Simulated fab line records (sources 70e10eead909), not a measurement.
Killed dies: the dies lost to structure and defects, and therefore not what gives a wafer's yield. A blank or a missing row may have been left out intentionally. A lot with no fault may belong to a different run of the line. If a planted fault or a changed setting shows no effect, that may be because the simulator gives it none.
A struck lot beside a sound one + flow nand harc + 28 steps out of a route of 1159
Sound: the wafers L256.1, L256.3, L256.6. Wafers L266.2, L266.3, L266.4 were the ones struck. At the end, the cause is stated.
At each step with rows: each side's tool, then ch and its chambers, then its first start. Under that, the readings that differ: sound wafers + struck wafers + difference of the means + sigmas: that difference in standard deviations of wafers without a fault.
alike: readings whose means differ by less than 2 such deviations, and words and numbers that are the same on both sides. not compared: withheld readings, readings that some wafer has no value for, bounds like >300 that may hide the same value, and numbers for which the record gives no deviation and whose values overlap.
The two part at a step that has a row with sigmas, a row that says differs or no value, or rows on one side only. Non-overlapping numbers with no deviation appear without sigmas and do not part them. A reading missing from all wafers of one side parts the sides only when that side holds two or more wafers.

first, 6 steps without rows for these wafers: NHARC_A_ONON_D1_DEP_06 (target thk 1000 nm); NHARC_A_ONON_D1_DEP_09 (target thk 1000 nm); NHARC_A_ONON_D1_DEP_12 (target thk 1000 nm); NHARC_A_ONON_D1_ANNEAL_15 (time 3600 s); NHARC_A_ONON_D1_DEP_16 (target thk 1000 nm); NHARC_A_ONON_D1_DEP_19 (target thk 1000 nm).
NHARC_A_ONON_D1_DEP_22: target thk 1000 nm.
  sound on pecvd onon-04 ch 0, day 8 20:28; struck on pecvd onon-04 ch 0, day 11 22:49
then, 20 steps without rows for these wafers: NHARC_A_ONON_D1_DEP_25 (target thk 1000 nm); NHARC_A_ONON_D1_DEP_28 (target thk 1000 nm); NHARC_A_ONON_D1_DEP_33 (deposits SiO2, target thk 200 nm); NHARC_A_CHANNEL_HOLE_D1_DEP_00 (deposits aC, target thk 3100 nm); NHARC_A_CHANNEL_HOLE_D1_DEP_01 (deposits SiON, target thk 140 nm); NHARC_A_CHANNEL_HOLE_D1_DEHYDRATE_02 (time 120 s); NHARC_A_CHANNEL_HOLE_D1_HMDS_03 (time 30 s); NHARC_A_CHANNEL_HOLE_D1_COAT_36 (time 75 s); NHARC_A_CHANNEL_HOLE_D1_COAT_37 (time 65 s); NHARC_A_CHANNEL_HOLE_D1_COAT_04 (resist thk 90 nm); NHARC_A_CHANNEL_HOLE_D1_SOFTBAKE_05 (time 55 s); NHARC_A_CHANNEL_HOLE_D1_EBR_06; NHARC_A_CHANNEL_HOLE_D1_EXPOSE_07 (exposes mask HOLE D1, target cd 100 nm); NHARC_A_CHANNEL_HOLE_D1_PEB_08 (peb time 65 s); NHARC_A_CHANNEL_HOLE_D1_DEVELOP_09 (develop time 35 s); NHARC_A_CHANNEL_HOLE_D1_DESCUM_15 (chemistry O2, time 3 s); NHARC_A_CHANNEL_HOLE_D1_ETCH_38 (etches the open film in CF4, target depth 39 nm, time 65 s); NHARC_A_CHANNEL_HOLE_D1_ETCH_39 (etches the open film in N2/H2, target depth 260 nm, time 325 s); NHARC_A_CHANNEL_HOLE_D1_ETCH_34 (etches the open film in CF4/CHF3, target depth 154 nm, time 77 s); NHARC_A_CHANNEL_HOLE_D1_ETCH_16 (etches the open film in O2/COS, target depth 3100 nm, time 806 s).
-- jump in the record: it breaks off in module A_CHANNEL_HOLE_D1 and resumes in module END (first step shown: number 1159 of the route), and 11 days separate the struck wafers' starts before and after --
NHARC_END_SORT_01:
  sound on prober-01 ch 0, day 20 00:17; struck on prober-02 ch 0, day 22 14:09
| reading         | sound  | struck     | difference | sigmas |
|-----------------|--------|------------|------------|--------|
| killed at array | 9 5 10 | 103 95 94  | +89        | +8     |
| killed dies     | 9 8 11 | 107 99 101 | +93        | +8     |
  alike: killed at other, killed at periphery, killed open, killed short

## WHERE THEY PART
Only at NHARC_END_SORT_01, as far as this record shows.

WHY: what had been put in by the simulator
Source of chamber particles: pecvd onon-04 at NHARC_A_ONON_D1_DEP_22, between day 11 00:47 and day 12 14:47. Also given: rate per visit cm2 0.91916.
